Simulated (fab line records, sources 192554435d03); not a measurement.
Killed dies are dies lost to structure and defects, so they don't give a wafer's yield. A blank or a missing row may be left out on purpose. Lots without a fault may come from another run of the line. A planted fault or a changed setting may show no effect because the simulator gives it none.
Which tool did it? | flow n5_finfet | 10 lots, 29 wafers sampled, at 5 steps of a route of 1938

WHAT THE GAUGES READ, wafer by wafer
N5_BEOL_M4_RC_MEAS_101.
lot  | measured     | on        | DIBL_N (mV/V)
L444 | day 8 04:26  | prober-02 | 37.2 34.8 37.4
L445 | day 8 07:36  | prober-02 | 37.7 34.9 37.6
L446 | day 8 14:12  | prober-02 | 39.3 36.8 35.7
L448 | day 9 02:28  | prober-02 | 36.6 36.0 35.3
L451 | day 10 06:58 | prober-02 | 38.1 35.6
L458 | day 11 21:14 | prober-01 | 37.2 35.0 36.2
L463 | day 13 07:52 | prober-01 | 37.1 37.6 37.2
L464 | day 12 23:37 | prober-02 | 38.7 37.7 38.3
L465 | day 13 22:59 | prober-01 | 34.7 35.0 35.2
L466 | day 13 17:35 | prober-01 | 36.1 37.4 37.3

WHICH TOOL RAN EACH LOT (tool, then ch and the chambers of the sampled wafers, then the start)
lot  | N5_MOL_CONTACT_COAG_TI_SIL_19 | N5_MOL_CONTACT_COAG_SIL_ANNEAL_21 | N5_MOL_CONTACT_COAG_CMP_28    | N5_MOL_CONTACT_COAG_ALD_123
L444 | pvd_sputter-02, day 5 01:40   | rtp_anneal-02 ch 0, day 5 02:10   | cmp-02 ch 0,1, day 5 08:01    | ald_sin-01 ch 1,2,3, day 5 08:22
L445 | pvd_sputter-02, day 5 04:50   | rtp_anneal-02 ch 0, day 5 05:20   | cmp-03 ch 0,1,2, day 5 11:42  | ald_sin-02 ch 0,1,3, day 5 12:02
L446 | pvd_sputter-03, day 5 11:56   | rtp_anneal-02 ch 0, day 5 12:27   | cmp-01 ch 0,3, day 5 21:39    | ald_sin-02 ch 1,2, day 5 21:57
L448 | pvd_sputter-03, day 5 20:58   | rtp_anneal-01 ch 0, day 5 21:30   | cmp-03 ch 0,1, day 6 04:05    | ald_sin-02 ch 1,2,3, day 6 04:25
L451 | pvd_sputter-03, day 6 18:49   | rtp_anneal-01 ch 0, day 6 19:23   | cmp-03 ch 1,2, day 7 01:47    | ald_sin-04 ch 0,1, day 7 02:07
L458 | pvd_sputter-01, day 8 10:40   | rtp_anneal-01 ch 0, day 8 11:09   | cmp-01 ch 1,2,3, day 8 20:14  | ald_sin-02 ch 0,1,2, day 8 20:53
L463 | pvd_sputter-03, day 9 22:24   | rtp_anneal-02 ch 0, day 9 22:55   | cmp-02 ch 0,1,3, day 10 05:02 | ald_sin-04 ch 1,3, day 10 05:20
L464 | pvd_sputter-02, day 10 01:32  | rtp_anneal-01 ch 0, day 10 02:06  | cmp-01 ch 0,1,2, day 10 10:04 | ald_sin-02 ch 0,1,3, day 10 10:20
L465 | pvd_sputter-01, day 10 19:02  | rtp_anneal-01 ch 0, day 10 19:35  | cmp-01 ch 1,2,3, day 11 04:53 | ald_sin-04 ch 0,1,3, day 11 05:13
L466 | pvd_sputter-01, day 10 19:08  | rtp_anneal-02 ch 0, day 10 19:38  | cmp-02 ch 0,1,3, day 11 05:01 | ald_sin-02 ch 0,1,3, day 11 05:23
- N5_MOL_CONTACT_COAG_TI_SIL_19: material Ti, target thk 4.2 nm, time 15 s.
- N5_MOL_CONTACT_COAG_SIL_ANNEAL_21: time 60 s.
- N5_MOL_CONTACT_COAG_CMP_28: polishes, stops on SiNx, t overpolish 0.85 s, target thk 14.522 nm.
- N5_MOL_CONTACT_COAG_ALD_123: deposits SiNx, target thk 5 nm, pulse time 1 s, purge time 2 s.

THE ANSWER, worked out from the rows above alone
Rule: what is usual is taken from the lots themselves. Put in order of their means at a reading, lots are off if they are a third of the lots or fewer, leave a main group of 4 or more, and stand apart from it by a gap of 3 or more times the standard deviation of the main group's means; of several such gaps the widest counts. A main group whose means are all the same, to the digits that the tables above print for the reading, isn't used. A lot without any number at a reading at which 4 lots or more have one is off too. The other lots that the step has rows for count as sound.
No lot is off at any reading shown: from this, nothing can be told.

WHAT THE SIMULATOR HAD PUT IN
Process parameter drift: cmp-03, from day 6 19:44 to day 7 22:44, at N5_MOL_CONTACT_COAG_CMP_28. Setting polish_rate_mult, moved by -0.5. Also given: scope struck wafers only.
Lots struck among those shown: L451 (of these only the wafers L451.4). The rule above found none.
